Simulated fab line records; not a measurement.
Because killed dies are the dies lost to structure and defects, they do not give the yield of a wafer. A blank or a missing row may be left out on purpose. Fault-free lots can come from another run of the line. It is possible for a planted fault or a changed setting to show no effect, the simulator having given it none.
Which tool was responsible? -- flow nand harc -- 27 wafers from 9 lots sampled at 5 of the route's 1159 steps

== WHAT THE GAUGES SHOWED, per wafer ==
NHARC_END_SORT_01.
lot,measured,on,defect limited yield (%),killed at array,killed at other,killed at periphery,killed dies,killed open,killed short,sort_bin_2_pct (%),sort_bin_3_pct (%),sort_bin_4_pct (%),sort n pass,sort rim yield pct (%),sort yield pct (%)
L528,day 23 17:18,prober-01,92.3 94.4 93.2,46 37 44,4 0 1,2 1 1,52 38 46,7 3 3,0 0 1,2.5 1.6 2.2,0 0.44 0.30,5.2 3.5 4.3,625 639 631,96.2 94.3 95.3,92.3 94.4 93.2

== EACH LOT AND THE TOOL THAT RAN IT (in order: tool; ch and the chambers of the sampled wafers; start) ==
lot,NHARC_P_M2_DEP_33,NHARC_P_BONDPAD_ETCH_24,NHARC_P_BONDPAD_PVD_27,NHARC_P_BONDPAD_CMP_19
L514,"pecvd-02 ch 0,2, day 6 18:57","rie diel-13 ch 0,2,3, day 6 21:35","pvd sputter-02, day 6 23:10 or earlier","cmp-04 ch 0,2,3, day 6 23:10"
L513,"pecvd-02 ch 0,1,2, day 6 21:14","rie diel-13 ch 0,1,2, day 6 23:41","pvd sputter-03, day 7 01:10 or earlier","cmp-02 ch 0,1, day 7 01:10"
L515,"pecvd-01 ch 0,1, day 7 04:37","rie diel-13 ch 0,1,2, day 7 07:01","pvd sputter-03, day 7 08:40 or earlier","cmp-01 ch 0,2,3, day 7 08:40"
L517,"pecvd-02 ch 1,2, day 7 08:24","rie diel-13 ch 0,3, day 7 10:59","pvd sputter-02, day 7 12:40 or earlier","cmp-01 ch 0,3, day 7 12:40"
L516,"pecvd-02 ch 0,1, day 7 08:56","rie diel-13 ch 0,3, day 7 11:18","pvd sputter-01, day 7 12:58 or earlier","cmp-02 ch 1,2,3, day 7 12:58"
L518,"pecvd-01 ch 0,1,2, day 7 13:12","rie diel-13 ch 0,1, day 7 15:47","pvd sputter-03, day 7 17:26 or earlier","cmp-04 ch 0,1, day 7 17:26"
L525,"pecvd-01 ch 1,2, day 9 14:30","rie diel-13 ch 0,3, day 9 17:26","pvd sputter-02, day 9 18:58 or earlier","cmp-02 ch 0,2,3, day 9 18:58"
L528,"pecvd-02 ch 1,2, day 10 02:07","rie diel-13 ch 0,1,2, day 10 04:29","pvd sputter-01, day 10 06:10 or earlier","cmp-01 ch 0,1, day 10 06:10"
L534,"pecvd-02 ch 0,1,2, day 11 15:04","rie diel-05 ch 1,2, day 11 17:28","pvd sputter-03, day 11 18:59 or earlier","cmp-02 ch 0,1,3, day 11 18:59"
- NHARC_P_M2_DEP_33: deposits SiCN, target thk 30 nm.
- NHARC_P_BONDPAD_ETCH_24: etches the open film in CF4/N2, target depth 30 nm, time 72.99 s.
- NHARC_P_BONDPAD_PVD_27: deposits Cu, target thk 30 nm, time 20.49 s.
- NHARC_P_BONDPAD_CMP_19: polishes, t overpolish 30 s, cu recess touch 16 s, target thk 160.81 nm.

== WHAT THE TOOLS THEMSELVES READ (means of the sampled wafers that have a number; where no wafer has one, the mark that the record gives instead) ==
NHARC_P_M2_DEP_33.
lot,tool,heater power w (W)
L514,pecvd-02,595
L513,pecvd-02,631
L515,pecvd-01,602
L517,pecvd-02,671
L516,pecvd-02,654
L518,pecvd-01,582
L525,pecvd-01,567
L528,pecvd-02,655
L534,pecvd-02,604

NHARC_P_BONDPAD_ETCH_24.
lot,tool,drypump motor current A (A),oes product au (a.u.),rf vpp V (V),run length s (s),showerhead plenum p Torr (Torr),throttle valve pct (%)
L514,rie diel-13,6.1,1.011,311.8,94.32,2.50,19.792
L513,rie diel-13,6.2,1.014,313.2,94.13,2.58,19.787
L515,rie diel-13,6.3,1.007,313.4,94.12,2.58,19.791
L517,rie diel-13,5.9,1.013,312.4,93.81,2.53,19.801
L516,rie diel-13,6.0,1.018,312.3,94.13,2.49,19.799
L518,rie diel-13,6.2,1.003,315.4,94.25,2.69,19.788
L525,rie diel-13,6.0,1.010,311.3,83.21,2.49,19.789
L528,rie diel-13,6.3,1.002,313.6,88.66,2.58,19.791
L534,rie diel-05,6.2,1.015,316.0,94.38,2.73,19.789

NHARC_P_BONDPAD_PVD_27.
lot,tool,chamber pressure pa (Pa),throttle valve pct (%)
L514,pvd sputter-02,4.991,28.9
L513,pvd sputter-03,4.995,30.5
L515,pvd sputter-03,4.990,30.3
L517,pvd sputter-02,5.002,29.1
L516,pvd sputter-01,5.010,30.2
L518,pvd sputter-03,4.996,30.2
L525,pvd sputter-02,4.998,29.6
L528,pvd sputter-01,5.000,30.7
L534,pvd sputter-03,4.997,30.7

NHARC_P_BONDPAD_CMP_19.
lot,tool,motor current A (A),overpolish run s (s)
L514,cmp-04,12.7,29.999
L513,cmp-02,13.1,30.002
L515,cmp-01,11.6,29.994
L517,cmp-01,12.3,29.998
L516,cmp-02,12.3,29.996
L518,cmp-04,12.8,30.000
L525,cmp-02,12.7,29.989
L528,cmp-01,11.9,30.004
L534,cmp-02,13.0,29.994

== THE ANSWER, worked out from the rows above alone ==
Rule: the usual values come from the lots themselves. The widest of any qualifying gaps counts: lots, ordered by their means at a reading, are off when they make up no more than a third of the lots, leave a main group of 4 or more, and stand apart from it by 3 or more times the standard deviation of that group's means. A main group is skipped when, at the precision printed for the reading in the tables above, its means are all equal. A lot without any number at a reading at which 4 lots or more have one is off too. Any other lot the step has rows for is counted as sound. First the gauges in route order, then the tools' own readings, where a lot's mean is used as printed above. At the first step where some lot is off, the reading lying furthest off is the one used; lots without a number count as furthest.
Off, at NHARC_P_BONDPAD_ETCH_24 on run length s: L525, L528. For the main group the mean is 94.16 s and the standard deviation 0.17.
A tool fits if, at that step or a process step before it, it ran every lot that is off, and no sound lot after the first of them. One candidate fits, namely rie diel-13 at NHARC_P_BONDPAD_ETCH_24. Its last sound lot is L518 (day 7 15:47), its first lot that is off L525 (day 9 17:26): a fault that began between those two fits.
On the lots that are off, the tool's own readings at NHARC_P_BONDPAD_ETCH_24 differ by more than 5 times the standard deviation of the sound lots' means, which bears it out; run length s reads 85.94 s there versus 94.16 s on the sound lots.

== WHAT THE SIMULATOR HAD PUT IN ==
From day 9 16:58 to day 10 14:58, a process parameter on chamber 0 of rie diel-13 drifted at NHARC_P_BONDPAD_ETCH_24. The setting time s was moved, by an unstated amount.
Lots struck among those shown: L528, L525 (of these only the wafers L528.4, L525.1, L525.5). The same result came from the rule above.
